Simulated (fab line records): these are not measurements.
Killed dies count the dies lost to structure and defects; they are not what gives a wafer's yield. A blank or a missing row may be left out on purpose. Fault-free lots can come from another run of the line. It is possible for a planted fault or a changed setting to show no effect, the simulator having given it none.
Which tool is to blame? | flow n5Finfet | Sampling: 11 lots, 33 wafers, 4 of 1938 route steps

## WHAT THE GAUGES READ, wafer by wafer
N5_BEOL_M8_INSPECT_13: inspects for defects (brightfield). Usual: 383 for rawDefectCount, sd 86.
lot  | measured     | on               | rawDefectCount | flag
L738 | day 8 20:26  | defectInspect-01 | 373 219 287    | 
L743 | day 10 02:17 | defectInspect-02 | 296 557 440    | 
L744 | day 10 11:22 | defectInspect-01 | 395 544 455    | 
L746 | day 11 06:10 | defectInspect-02 | 282 347 261    | 
L751 | day 12 08:43 | defectInspect-01 | 341 357 395    | 
L754 | day 13 06:01 | defectInspect-02 | 548 414 383    | 
L755 | day 13 21:00 | defectInspect-02 | 470 458 339    | 
L756 | day 13 21:19 | defectInspect-02 | 454 408 389    | 
L757 | day 14 03:50 | defectInspect-01 | 354 301 401    | 
L759 | day 14 10:07 | defectInspect-02 | 327 342 343    | 
L760 | day 14 21:02 | defectInspect-01 | 328 266 297    | 

N5_BEOL_M8_CD_MEAS_18: pitch 80 nm, target cd 40 nm. Usual: 39.9 nm for cdNm, sd 0.57.
lot  | measured     | on       | cdNm (nm)      | flag
L738 | day 8 20:56  | cdSem-01 | 38.8 39.3 40.5 | 
L743 | day 10 02:47 | cdSem-01 | 39.8 40.4 41.0 | 
L744 | day 10 13:19 | cdSem-02 | 40.5 40.4 40.5 | 
L746 | day 11 06:46 | cdSem-01 | 39.4 40.0 39.1 | 
L751 | day 12 09:13 | cdSem-01 | 39.6 40.3 39.9 | 
L754 | day 13 06:30 | cdSem-01 | 40.8 40.7 40.7 | 
L755 | day 13 21:39 | cdSem-02 | 39.4 39.9 40.1 | 
L756 | day 13 21:49 | cdSem-02 | 40.8 39.3 40.1 | 
L757 | day 14 04:33 | cdSem-01 | 40.0 39.8 40.0 | 
L759 | day 14 10:37 | cdSem-02 | 40.2 39.3 40.3 | 
L760 | day 14 21:41 | cdSem-01 | 39.9 39.4 40.6 | 

## WHAT TOOL EACH LOT RAN ON (gives the tool, then ch and the chambers of the sampled wafers, and finally the start)
lot  | N5_BEOL_M7_CMP_52             | N5_BEOL_M8_ETCH_62
L738 | cmp-02 ch 0,3, day 8 16:57    | rieDiel-06 ch 0,2,3, day 8 20:34
L743 | cmp-02 ch 0,1,2, day 9 22:17  | rieDiel-02 ch 0,1,3, day 10 02:25
L744 | cmp-03 ch 0,1, day 10 07:50   | rieDiel-01 ch 0,2,3, day 10 12:50
L746 | cmp-02 ch 0,1,2, day 11 03:10 | rieDiel-02 ch 0,3, day 11 06:23
L751 | cmp-03 ch 0,2,3, day 12 06:26 | rieDiel-06 ch 0,1,3, day 12 08:50
L754 | cmp-03 ch 2,3, day 13 02:53   | rieDiel-06 ch 0,1,2, day 13 06:08
L755 | cmp-02 ch 0,3, day 13 16:34   | rieDiel-02 ch 0,1, day 13 21:17
L756 | cmp-03 ch 0,2,3, day 13 18:07 | rieDiel-06 ch 1,2, day 13 21:27
L757 | cmp-04 ch 1,2,3, day 14 00:41 | rieDiel-06 ch 0,1, day 14 04:05
L759 | cmp-02 ch 0,2,3, day 14 08:04 | rieDiel-02 ch 0,1,2, day 14 10:14
L760 | cmp-02 ch 0,2,3, day 14 17:59 | rieDiel-06 ch 0,1, day 14 21:11
- N5_BEOL_M7_CMP_52: polishes, stops on SiCOH lowk, t overpolish 6.9 s, target thk 80 nm.
- N5_BEOL_M8_ETCH_62: etches SOC in N2/H2, target depth 110 nm, overetch 22 nm, time 165 s.

## WHAT THE TOOLS THEMSELVES READ (means of the sampled wafers that have a number; where no wafer has one, the mark that the record gives instead)
N5_BEOL_M7_CMP_52. Usual: barrierFieldEndpointS 29.0 s, standard deviation 0.84; clearingPlatenDownForcePsi 1.500 psi, standard deviation 0.003; motorCurrentA 6.4 A, standard deviation 0.64; overpolishRunS 6.901 s, standard deviation 0.0099; timeToEndpointS 64 s, standard deviation 3.7.
lot  | tool   | barrierFieldEndpointS (s) | clearingPlatenDownForcePsi (psi) | motorCurrentA (A) | overpolishRunS (s) | timeToEndpointS (s) | flag
L738 | cmp-02 | 29.0                      | 1.504                            | 5.8               | 6.901              | 63                  | 
L743 | cmp-02 | 29.3                      | 1.501                            | 6.9               | 6.907              | 68                  | 
L744 | cmp-03 | 28.6                      | 1.502                            | 6.3               | 6.893              | 61                  | 
L746 | cmp-02 | 28.3                      | 1.499                            | 6.9               | 6.902              | 62                  | 
L751 | cmp-03 | 28.3                      | 1.501                            | 6.7               | 6.898              | 63                  | 
L754 | cmp-03 | 29.1                      | 1.502                            | 6.5               | 6.902              | 62                  | 
L755 | cmp-02 | 29.1                      | 1.502                            | 5.9               | 6.895              | 64                  | 
L756 | cmp-03 | 29.1                      | 1.499                            | 6.4               | 6.899              | 65                  | 
L757 | cmp-04 | 28.8                      | 1.500                            | 5.8               | 6.904              | 64                  | 
L759 | cmp-02 | 29.0                      | 1.499                            | 6.4               | 6.896              | 64                  | 
L760 | cmp-02 | 29.3                      | 1.502                            | 6.5               | 6.892              | 66                  | 

N5_BEOL_M8_ETCH_62. Usual: biasW 150.1 W, standard deviation 0.44; drypumpMotorCurrentA 5.7 A, standard deviation 0.48; oesProductAu 0.69 a.u., standard deviation 0.063; rfVppV 523.6 V, standard deviation 2.7; showerheadPlenumPTorr 2.54 Torr, standard deviation 0.095; throttleValvePct 17.81 %, standard deviation 0.28.
lot  | tool       | biasW (W) | drypumpMotorCurrentA (A) | oesProductAu (a.u.) | rfVppV (V) | showerheadPlenumPTorr (Torr) | throttleValvePct (%) | flag
L738 | rieDiel-06 | 150.2     | 5.6                      | 0.66                | 525.8      | 2.59                         | 17.96                | 
L743 | rieDiel-02 | 161.3     | 6.0                      | 0.72                | 549.4      | 2.54                         | 17.69                | OFF
L744 | rieDiel-01 | 149.6     | 5.4                      | 0.71                | 523.4      | 2.52                         | 17.69                | 
L746 | rieDiel-02 | 161.5     | 5.9                      | 0.75                | 549.6      | 2.54                         | 17.71                | OFF
L751 | rieDiel-06 | 150.6     | 5.9                      | 0.69                | 523.0      | 2.53                         | 17.69                | 
L754 | rieDiel-06 | 150.3     | 5.9                      | 0.66                | 525.2      | 2.58                         | 17.85                | 
L755 | rieDiel-02 | 149.9     | 5.8                      | 0.67                | 524.8      | 2.60                         | 17.82                | 
L756 | rieDiel-06 | 150.1     | 6.0                      | 0.68                | 523.3      | 2.52                         | 17.81                | 
L757 | rieDiel-06 | 149.8     | 5.9                      | 0.69                | 526.5      | 2.60                         | 17.59                | 
L759 | rieDiel-02 | 150.2     | 5.9                      | 0.66                | 523.8      | 2.57                         | 17.81                | 
L760 | rieDiel-06 | 150.6     | 5.9                      | 0.68                | 525.1      | 2.60                         | 17.62                | 

## THE ANSWER, worked out from the rows above alone
Rule: take the mean of a lot's wafers that have a number; if it is more than 3 standard deviations from the usual mean, the lot is off. Also off: a lot with no number at a reading for which 4 or more lots have one. All remaining lots with rows at the step are treated as sound. The gauges are gone through in route order, then the tools' own readings, and for those a lot's mean is taken as printed above. At the first step where some lot is off, the reading lying furthest off is the one used; lots without a number count as furthest.
Off: L743, L746, at N5_BEOL_M8_ETCH_62 (biasW).
A tool fits if, at that step or a process step before it, it ran every lot that is off, and no sound lot after the first of them. No candidate that was tried fits.

## WHAT HAD BEEN PUT IN BY THE SIMULATOR
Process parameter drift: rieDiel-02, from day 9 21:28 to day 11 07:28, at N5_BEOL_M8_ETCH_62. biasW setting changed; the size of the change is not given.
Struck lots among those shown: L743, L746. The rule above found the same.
